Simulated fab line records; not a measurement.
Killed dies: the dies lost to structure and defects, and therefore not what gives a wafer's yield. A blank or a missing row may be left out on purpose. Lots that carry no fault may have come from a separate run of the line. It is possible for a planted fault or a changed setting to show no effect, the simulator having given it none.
Which tool did it? || flow n5 finfet || 72 wafers from 24 lots sampled at 4 of the route's 1938 steps

## WHAT EACH GAUGE READ, for each wafer
N5_MIM_BOT_LITHO_INSPECT_12: inspects for defects (macro). Usual: raw defect count 1.9, standard deviation 1.5.
{"lot": "L074", "measured": "day 12 19:35", "on": "defect inspect-01", "raw defect count": "2 2 2", "flag": ""}
{"lot": "L076", "measured": "day 13 00:44", "on": "defect inspect-01", "raw defect count": "0 3 0", "flag": ""}
{"lot": "L075", "measured": "day 13 05:11", "on": "defect inspect-02", "raw defect count": "2 3 2", "flag": ""}
{"lot": "L077", "measured": "day 13 09:41", "on": "defect inspect-02", "raw defect count": "1 2 2", "flag": ""}
{"lot": "L078", "measured": "day 13 10:54", "on": "defect inspect-02", "raw defect count": "2 1 0", "flag": ""}
{"lot": "L079", "measured": "day 13 16:48", "on": "defect inspect-02", "raw defect count": "2 3 1", "flag": ""}
{"lot": "L080", "measured": "day 14 01:42", "on": "defect inspect-01", "raw defect count": "4 2 1", "flag": ""}
{"lot": "L083", "measured": "day 14 07:04", "on": "defect inspect-01", "raw defect count": "0 1 2", "flag": ""}
{"lot": "L081", "measured": "day 14 12:38", "on": "defect inspect-01", "raw defect count": "1 0 1", "flag": ""}
{"lot": "L082", "measured": "day 14 13:11", "on": "defect inspect-01", "raw defect count": "0 5 2", "flag": ""}
{"lot": "L086", "measured": "day 14 17:11", "on": "defect inspect-01", "raw defect count": "0 1 1", "flag": ""}
{"lot": "L084", "measured": "day 14 17:43", "on": "defect inspect-01", "raw defect count": "3 3 0", "flag": ""}
{"lot": "L087", "measured": "day 15 17:58", "on": "defect inspect-02", "raw defect count": "1 3 3", "flag": ""}
{"lot": "L088", "measured": "day 15 18:32", "on": "defect inspect-01", "raw defect count": "3 4 2", "flag": ""}
{"lot": "L089", "measured": "day 15 22:59", "on": "defect inspect-01", "raw defect count": "4 3 3", "flag": ""}
{"lot": "L085", "measured": "day 16 01:53", "on": "defect inspect-01", "raw defect count": "0 1 3", "flag": ""}
{"lot": "L090", "measured": "day 16 02:03", "on": "defect inspect-02", "raw defect count": "1 3 1", "flag": ""}
{"lot": "L091", "measured": "day 16 06:17", "on": "defect inspect-02", "raw defect count": "1 1 5", "flag": ""}
{"lot": "L092", "measured": "day 16 18:08", "on": "defect inspect-01", "raw defect count": "0 0 0", "flag": ""}
{"lot": "L094", "measured": "day 17 11:56", "on": "defect inspect-02", "raw defect count": "0 4 2", "flag": ""}
{"lot": "L093", "measured": "day 17 11:58", "on": "defect inspect-02", "raw defect count": "0 6 2", "flag": ""}
{"lot": "L097", "measured": "day 18 03:32", "on": "defect inspect-01", "raw defect count": "1 0 3", "flag": ""}
{"lot": "L095", "measured": "day 18 03:41", "on": "defect inspect-01", "raw defect count": "1 1 2", "flag": ""}
{"lot": "L096", "measured": "day 18 09:30", "on": "defect inspect-02", "raw defect count": "2 2 4", "flag": ""}

N5_PASSIVATION_CD_MEAS_30 targets a cd of 4000 nm. Usual: cd nm 4000.0 nm, standard deviation 1.5.
{"lot": "L074", "measured": "day 12 23:09", "on": "cd sem-01", "cd nm (nm)": "3999.2 3998.5 4000.9", "flag": ""}
{"lot": "L076", "measured": "day 13 05:14", "on": "cd sem-01", "cd nm (nm)": "3998.2 3999.3 3999.4", "flag": ""}
{"lot": "L075", "measured": "day 13 09:42", "on": "cd sem-02", "cd nm (nm)": "3997.7 3998.4 4000.6", "flag": ""}
{"lot": "L077", "measured": "day 13 15:10", "on": "cd sem-02", "cd nm (nm)": "4000.4 4000.0 3999.3", "flag": ""}
{"lot": "L078", "measured": "day 13 15:37", "on": "cd sem-03", "cd nm (nm)": "4001.3 3997.4 3997.0", "flag": ""}
{"lot": "L079", "measured": "day 13 20:19", "on": "cd sem-01", "cd nm (nm)": "4000.7 4002.1 4000.8", "flag": ""}
{"lot": "L080", "measured": "day 14 05:41", "on": "cd sem-01", "cd nm (nm)": "3999.7 4000.4 3998.2", "flag": ""}
{"lot": "L083", "measured": "day 14 12:03", "on": "cd sem-03", "cd nm (nm)": "4000.5 3999.8 4001.2", "flag": ""}
{"lot": "L081", "measured": "day 14 16:28", "on": "cd sem-01", "cd nm (nm)": "3999.8 4002.2 4000.5", "flag": ""}
{"lot": "L082", "measured": "day 14 21:27", "on": "cd sem-02", "cd nm (nm)": "3998.7 3998.6 4000.1", "flag": ""}
{"lot": "L086", "measured": "day 14 22:17", "on": "cd sem-01", "cd nm (nm)": "4001.0 4000.1 4000.4", "flag": ""}
{"lot": "L084", "measured": "day 14 22:28", "on": "cd sem-02", "cd nm (nm)": "4000.3 3997.6 4000.1", "flag": ""}
{"lot": "L087", "measured": "day 15 23:19", "on": "cd sem-02", "cd nm (nm)": "3998.5 3997.9 3999.1", "flag": ""}
{"lot": "L088", "measured": "day 15 22:47", "on": "cd sem-03", "cd nm (nm)": "3999.0 3999.1 3999.9", "flag": ""}
{"lot": "L089", "measured": "day 16 04:07", "on": "cd sem-01", "cd nm (nm)": "3999.1 4000.5 3999.6", "flag": ""}
{"lot": "L085", "measured": "day 16 04:55", "on": "cd sem-01", "cd nm (nm)": "3999.4 4000.2 4003.2", "flag": ""}
{"lot": "L090", "measured": "day 16 05:15", "on": "cd sem-01", "cd nm (nm)": "3997.7 4001.7 4000.2", "flag": ""}
{"lot": "L091", "measured": "day 16 15:12", "on": "cd sem-03", "cd nm (nm)": "4001.0 3999.2 4001.6", "flag": ""}
{"lot": "L092", "measured": "day 16 22:53", "on": "cd sem-01", "cd nm (nm)": "3999.7 3999.6 4000.2", "flag": ""}
{"lot": "L094", "measured": "day 17 15:36", "on": "cd sem-02", "cd nm (nm)": "4001.7 4002.6 4002.9", "flag": ""}
{"lot": "L093", "measured": "day 17 15:42", "on": "cd sem-03", "cd nm (nm)": "3998.9 4001.4 3998.8", "flag": ""}
{"lot": "L097", "measured": "day 18 07:51", "on": "cd sem-03", "cd nm (nm)": "4001.9 4001.3 4001.3", "flag": ""}
{"lot": "L095", "measured": "day 18 07:33", "on": "cd sem-03", "cd nm (nm)": "3998.8 4000.3 3998.8", "flag": ""}
{"lot": "L096", "measured": "day 18 14:01", "on": "cd sem-02", "cd nm (nm)": "3997.1 3997.8 3996.9", "flag": ""}

## TOOL THAT RAN EACH LOT (tool first, then ch and the chambers of the sampled wafers, then the start)
{"lot": "L074", "N5_PASSIVATION_VIA_ETCH_13": "rie diel-06 ch 1,3, day 12 21:14", "N5_PASSIVATION_AL_DEP_21": "pvd sputter-02, day 12 22:34"}
{"lot": "L076", "N5_PASSIVATION_VIA_ETCH_13": "rie diel-04 ch 1,2,3, day 13 03:22", "N5_PASSIVATION_AL_DEP_21": "pvd sputter-03, day 13 04:38"}
{"lot": "L075", "N5_PASSIVATION_VIA_ETCH_13": "rie diel-03 ch 1,2, day 13 08:14", "N5_PASSIVATION_AL_DEP_21": "pvd sputter-02, day 13 09:14"}
{"lot": "L077", "N5_PASSIVATION_VIA_ETCH_13": "rie diel-03 ch 0,3, day 13 13:49", "N5_PASSIVATION_AL_DEP_21": "pvd sputter-02, day 13 14:41"}
{"lot": "L078", "N5_PASSIVATION_VIA_ETCH_13": "rie diel-06 ch 1,3, day 13 14:10", "N5_PASSIVATION_AL_DEP_21": "pvd sputter-01, day 13 15:08"}
{"lot": "L079", "N5_PASSIVATION_VIA_ETCH_13": "rie diel-04 ch 0,1,3, day 13 18:52", "N5_PASSIVATION_AL_DEP_21": "pvd sputter-02, day 13 19:51"}
{"lot": "L080", "N5_PASSIVATION_VIA_ETCH_13": "rie diel-03 ch 0,2, day 14 04:07", "N5_PASSIVATION_AL_DEP_21": "pvd sputter-03, day 14 05:13"}
{"lot": "L083", "N5_PASSIVATION_VIA_ETCH_13": "rie diel-06 ch 2,3, day 14 10:44", "N5_PASSIVATION_AL_DEP_21": "pvd sputter-03, day 14 11:35"}
{"lot": "L081", "N5_PASSIVATION_VIA_ETCH_13": "rie diel-06 ch 1,2,3, day 14 14:53", "N5_PASSIVATION_AL_DEP_21": "pvd sputter-01, day 14 15:59"}
{"lot": "L082", "N5_PASSIVATION_VIA_ETCH_13": "rie diel-04 ch 1,2, day 14 18:54", "N5_PASSIVATION_AL_DEP_21": "pvd sputter-02, day 14 20:51"}
{"lot": "L086", "N5_PASSIVATION_VIA_ETCH_13": "rie diel-04 ch 1,2,3, day 14 20:41", "N5_PASSIVATION_AL_DEP_21": "pvd sputter-03, day 14 21:41"}
{"lot": "L084", "N5_PASSIVATION_VIA_ETCH_13": "rie diel-03 ch 0,3, day 14 20:56", "N5_PASSIVATION_AL_DEP_21": "pvd sputter-02, day 14 21:50"}
{"lot": "L087", "N5_PASSIVATION_VIA_ETCH_13": "rie diel-06 ch 0,1,2, day 15 21:36", "N5_PASSIVATION_AL_DEP_21": "pvd sputter-03, day 15 22:50"}
{"lot": "L088", "N5_PASSIVATION_VIA_ETCH_13": "rie diel-04 ch 0,2, day 15 21:26", "N5_PASSIVATION_AL_DEP_21": "pvd sputter-03, day 15 22:19"}
{"lot": "L089", "N5_PASSIVATION_VIA_ETCH_13": "rie diel-04 ch 1,2, day 16 02:59", "N5_PASSIVATION_AL_DEP_21": "pvd sputter-02, day 16 03:39"}
{"lot": "L085", "N5_PASSIVATION_VIA_ETCH_13": "rie diel-06 ch 0,1,2, day 16 03:49", "N5_PASSIVATION_AL_DEP_21": "pvd sputter-01, day 16 04:19"}
{"lot": "L090", "N5_PASSIVATION_VIA_ETCH_13": "rie diel-03 ch 0,2,3, day 16 03:54", "N5_PASSIVATION_AL_DEP_21": "pvd sputter-01, day 16 04:40"}
{"lot": "L091", "N5_PASSIVATION_VIA_ETCH_13": "rie diel-03 ch 0,1, day 16 13:43", "N5_PASSIVATION_AL_DEP_21": "pvd sputter-03, day 16 14:36"}
{"lot": "L092", "N5_PASSIVATION_VIA_ETCH_13": "rie diel-04 ch 0,2,3, day 16 21:35", "N5_PASSIVATION_AL_DEP_21": "pvd sputter-01, day 16 22:25"}
{"lot": "L094", "N5_PASSIVATION_VIA_ETCH_13": "rie diel-06 ch 0,2,3, day 17 14:11", "N5_PASSIVATION_AL_DEP_21": "pvd sputter-01, day 17 15:00"}
{"lot": "L093", "N5_PASSIVATION_VIA_ETCH_13": "rie diel-03 ch 0,1,3, day 17 14:14", "N5_PASSIVATION_AL_DEP_21": "pvd sputter-02, day 17 15:14"}
{"lot": "L097", "N5_PASSIVATION_VIA_ETCH_13": "rie diel-04 ch 0,1,3, day 18 06:32", "N5_PASSIVATION_AL_DEP_21": "pvd sputter-02, day 18 07:15"}
{"lot": "L095", "N5_PASSIVATION_VIA_ETCH_13": "rie diel-03 ch 1,3, day 18 05:58", "N5_PASSIVATION_AL_DEP_21": "pvd sputter-01, day 18 06:58"}
{"lot": "L096", "N5_PASSIVATION_VIA_ETCH_13": "rie diel-04 ch 0,1,2, day 18 12:16", "N5_PASSIVATION_AL_DEP_21": "pvd sputter-02, day 18 13:33"}
- N5_PASSIVATION_VIA_ETCH_13: etches SiO2 in CHF3/O2, target depth 660 nm, time 330 s.
- N5_PASSIVATION_AL_DEP_21: deposits Al, target thk 2800 nm, time 170 s.

## WHAT THE TOOLS THEMSELVES READ (means of the sampled wafers that have a number; where no wafer has one, the mark that the record gives instead)
N5_PASSIVATION_VIA_ETCH_13. Usual: drypump motor current A 5.8 A, standard deviation 0.35; etch rf on time s 235 s, standard deviation 3.9; oes product au 0.71 a.u., standard deviation 0.076; rf vpp V 525 V, standard deviation 4.7; showerhead plenum p Torr 2.40 Torr, standard deviation 0.081; throttle valve pct 18.87 %, standard deviation 0.26.
{"lot": "L074", "tool": "rie diel-06", "drypump motor current A (A)": 6.1, "etch rf on time s (s)": 233, "oes product au (a.u.)": 0.65, "rf vpp V (V)": 530, "showerhead plenum p Torr (Torr)": 2.30, "throttle valve pct (%)": 18.97, "flag": ""}
{"lot": "L076", "tool": "rie diel-04", "drypump motor current A (A)": 5.8, "etch rf on time s (s)": 236, "oes product au (a.u.)": 0.73, "rf vpp V (V)": 523, "showerhead plenum p Torr (Torr)": 2.49, "throttle valve pct (%)": 18.89, "flag": ""}
{"lot": "L075", "tool": "rie diel-03", "drypump motor current A (A)": 5.7, "etch rf on time s (s)": 240, "oes product au (a.u.)": 0.68, "rf vpp V (V)": 530, "showerhead plenum p Torr (Torr)": 2.40, "throttle valve pct (%)": 18.93, "flag": ""}
{"lot": "L077", "tool": "rie diel-03", "drypump motor current A (A)": 5.9, "etch rf on time s (s)": 235, "oes product au (a.u.)": 0.78, "rf vpp V (V)": 527, "showerhead plenum p Torr (Torr)": 2.41, "throttle valve pct (%)": 18.61, "flag": ""}
{"lot": "L078", "tool": "rie diel-06", "drypump motor current A (A)": 6.1, "etch rf on time s (s)": 234, "oes product au (a.u.)": 0.64, "rf vpp V (V)": 529, "showerhead plenum p Torr (Torr)": 2.29, "throttle valve pct (%)": 18.98, "flag": ""}
{"lot": "L079", "tool": "rie diel-04", "drypump motor current A (A)": 5.7, "etch rf on time s (s)": 234, "oes product au (a.u.)": 0.71, "rf vpp V (V)": 520, "showerhead plenum p Torr (Torr)": 2.46, "throttle valve pct (%)": 18.80, "flag": ""}
{"lot": "L080", "tool": "rie diel-03", "drypump motor current A (A)": 5.4, "etch rf on time s (s)": 233, "oes product au (a.u.)": 0.81, "rf vpp V (V)": 529, "showerhead plenum p Torr (Torr)": 2.45, "throttle valve pct (%)": 18.57, "flag": ""}
{"lot": "L083", "tool": "rie diel-06", "drypump motor current A (A)": 5.8, "etch rf on time s (s)": 238, "oes product au (a.u.)": 0.64, "rf vpp V (V)": 525, "showerhead plenum p Torr (Torr)": 2.30, "throttle valve pct (%)": 19.04, "flag": ""}
{"lot": "L081", "tool": "rie diel-06", "drypump motor current A (A)": 5.9, "etch rf on time s (s)": 237, "oes product au (a.u.)": 0.63, "rf vpp V (V)": 526, "showerhead plenum p Torr (Torr)": 2.30, "throttle valve pct (%)": 19.01, "flag": ""}
{"lot": "L082", "tool": "rie diel-04", "drypump motor current A (A)": 5.9, "etch rf on time s (s)": 231, "oes product au (a.u.)": 0.74, "rf vpp V (V)": 524, "showerhead plenum p Torr (Torr)": 2.46, "throttle valve pct (%)": 18.88, "flag": ""}
{"lot": "L086", "tool": "rie diel-04", "drypump motor current A (A)": 5.8, "etch rf on time s (s)": 233, "oes product au (a.u.)": 0.72, "rf vpp V (V)": 523, "showerhead plenum p Torr (Torr)": 2.48, "throttle valve pct (%)": 18.90, "flag": ""}
{"lot": "L084", "tool": "rie diel-03", "drypump motor current A (A)": 5.9, "etch rf on time s (s)": 234, "oes product au (a.u.)": 0.76, "rf vpp V (V)": 527, "showerhead plenum p Torr (Torr)": 2.41, "throttle valve pct (%)": 18.63, "flag": ""}
{"lot": "L087", "tool": "rie diel-06", "drypump motor current A (A)": 5.6, "etch rf on time s (s)": 235, "oes product au (a.u.)": 0.71, "rf vpp V (V)": 528, "showerhead plenum p Torr (Torr)": 2.35, "throttle valve pct (%)": 19.15, "flag": ""}
{"lot": "L088", "tool": "rie diel-04", "drypump motor current A (A)": 6.0, "etch rf on time s (s)": 232, "oes product au (a.u.)": 0.77, "rf vpp V (V)": 522, "showerhead plenum p Torr (Torr)": 2.41, "throttle valve pct (%)": 18.72, "flag": ""}
{"lot": "L089", "tool": "rie diel-04", "drypump motor current A (A)": 5.9, "etch rf on time s (s)": 235, "oes product au (a.u.)": 0.72, "rf vpp V (V)": 524, "showerhead plenum p Torr (Torr)": 2.46, "throttle valve pct (%)": 18.91, "flag": ""}
{"lot": "L085", "tool": "rie diel-06", "drypump motor current A (A)": 5.6, "etch rf on time s (s)": 238, "oes product au (a.u.)": 0.70, "rf vpp V (V)": 527, "showerhead plenum p Torr (Torr)": 2.35, "throttle valve pct (%)": 19.15, "flag": ""}
{"lot": "L090", "tool": "rie diel-03", "drypump motor current A (A)": 5.8, "etch rf on time s (s)": 233, "oes product au (a.u.)": 0.74, "rf vpp V (V)": 528, "showerhead plenum p Torr (Torr)": 2.40, "throttle valve pct (%)": 18.77, "flag": ""}
{"lot": "L091", "tool": "rie diel-03", "drypump motor current A (A)": 5.7, "etch rf on time s (s)": 230, "oes product au (a.u.)": 0.82, "rf vpp V (V)": 528, "showerhead plenum p Torr (Torr)": 2.43, "throttle valve pct (%)": 18.53, "flag": ""}
{"lot": "L092", "tool": "rie diel-04", "drypump motor current A (A)": 5.8, "etch rf on time s (s)": 234, "oes product au (a.u.)": 0.74, "rf vpp V (V)": 520, "showerhead plenum p Torr (Torr)": 2.43, "throttle valve pct (%)": 18.73, "flag": ""}
{"lot": "L094", "tool": "rie diel-06", "drypump motor current A (A)": 5.8, "etch rf on time s (s)": 236, "oes product au (a.u.)": 0.76, "rf vpp V (V)": 530, "showerhead plenum p Torr (Torr)": 2.45, "throttle valve pct (%)": 18.88, "flag": ""}
{"lot": "L093", "tool": "rie diel-03", "drypump motor current A (A)": 6.0, "etch rf on time s (s)": 238, "oes product au (a.u.)": 0.77, "rf vpp V (V)": 528, "showerhead plenum p Torr (Torr)": 2.38, "throttle valve pct (%)": 18.71, "flag": ""}
{"lot": "L097", "tool": "rie diel-04", "drypump motor current A (A)": 5.7, "etch rf on time s (s)": 241, "oes product au (a.u.)": 0.68, "rf vpp V (V)": 519, "showerhead plenum p Torr (Torr)": 2.44, "throttle valve pct (%)": 18.84, "flag": ""}
{"lot": "L095", "tool": "rie diel-03", "drypump motor current A (A)": 6.4, "etch rf on time s (s)": 235, "oes product au (a.u.)": 0.74, "rf vpp V (V)": 526, "showerhead plenum p Torr (Torr)": 2.33, "throttle valve pct (%)": 18.90, "flag": ""}
{"lot": "L096", "tool": "rie diel-04", "drypump motor current A (A)": 5.8, "etch rf on time s (s)": 233, "oes product au (a.u.)": 0.70, "rf vpp V (V)": 521, "showerhead plenum p Torr (Torr)": 2.42, "throttle valve pct (%)": 18.85, "flag": ""}

N5_PASSIVATION_AL_DEP_21. Usual: throttle valve pct 30.4 %, standard deviation 1.1.
{"lot": "L074", "tool": "pvd sputter-02", "throttle valve pct (%)": 30.8, "flag": ""}
{"lot": "L076", "tool": "pvd sputter-03", "throttle valve pct (%)": 29.8, "flag": ""}
{"lot": "L075", "tool": "pvd sputter-02", "throttle valve pct (%)": 30.5, "flag": ""}
{"lot": "L077", "tool": "pvd sputter-02", "throttle valve pct (%)": 30.8, "flag": ""}
{"lot": "L078", "tool": "pvd sputter-01", "throttle valve pct (%)": 31.2, "flag": ""}
{"lot": "L079", "tool": "pvd sputter-02", "throttle valve pct (%)": 30.8, "flag": ""}
{"lot": "L080", "tool": "pvd sputter-03", "throttle valve pct (%)": 28.6, "flag": ""}
{"lot": "L083", "tool": "pvd sputter-03", "throttle valve pct (%)": 30.1, "flag": ""}
{"lot": "L081", "tool": "pvd sputter-01", "throttle valve pct (%)": 29.9, "flag": ""}
{"lot": "L082", "tool": "pvd sputter-02", "throttle valve pct (%)": 31.4, "flag": ""}
{"lot": "L086", "tool": "pvd sputter-03", "throttle valve pct (%)": 29.8, "flag": ""}
{"lot": "L084", "tool": "pvd sputter-02", "throttle valve pct (%)": 31.3, "flag": ""}
{"lot": "L087", "tool": "pvd sputter-03", "throttle valve pct (%)": 29.5, "flag": ""}
{"lot": "L088", "tool": "pvd sputter-03", "throttle valve pct (%)": 30.4, "flag": ""}
{"lot": "L089", "tool": "pvd sputter-02", "throttle valve pct (%)": 31.7, "flag": ""}
{"lot": "L085", "tool": "pvd sputter-01", "throttle valve pct (%)": 30.4, "flag": ""}
{"lot": "L090", "tool": "pvd sputter-01", "throttle valve pct (%)": 29.6, "flag": ""}
{"lot": "L091", "tool": "pvd sputter-03", "throttle valve pct (%)": 29.9, "flag": ""}
{"lot": "L092", "tool": "pvd sputter-01", "throttle valve pct (%)": 29.8, "flag": ""}
{"lot": "L094", "tool": "pvd sputter-01", "throttle valve pct (%)": 30.4, "flag": ""}
{"lot": "L093", "tool": "pvd sputter-02", "throttle valve pct (%)": 31.7, "flag": ""}
{"lot": "L097", "tool": "pvd sputter-02", "throttle valve pct (%)": 31.1, "flag": ""}
{"lot": "L095", "tool": "pvd sputter-01", "throttle valve pct (%)": 31.1, "flag": ""}
{"lot": "L096", "tool": "pvd sputter-02", "throttle valve pct (%)": 30.7, "flag": ""}

## THE ANSWER, worked out from the rows above alone
Rule: lot off if the mean of its wafers having a number is beyond 3 standard deviations from the usual mean. Also off: a lot with no number at a reading for which 4 or more lots have one. All remaining lots with rows at the step are treated as sound. The gauges are gone through in route order, then the tools' own readings, and for those a lot's mean is taken as printed above. The first step at which some lot is off is used, and at that step the reading that is off furthest; a lot without a number counts as furthest.
No lot is off at any reading shown: from this, nothing can be told.

## WHAT HAD BEEN PUT IN BY THE SIMULATOR
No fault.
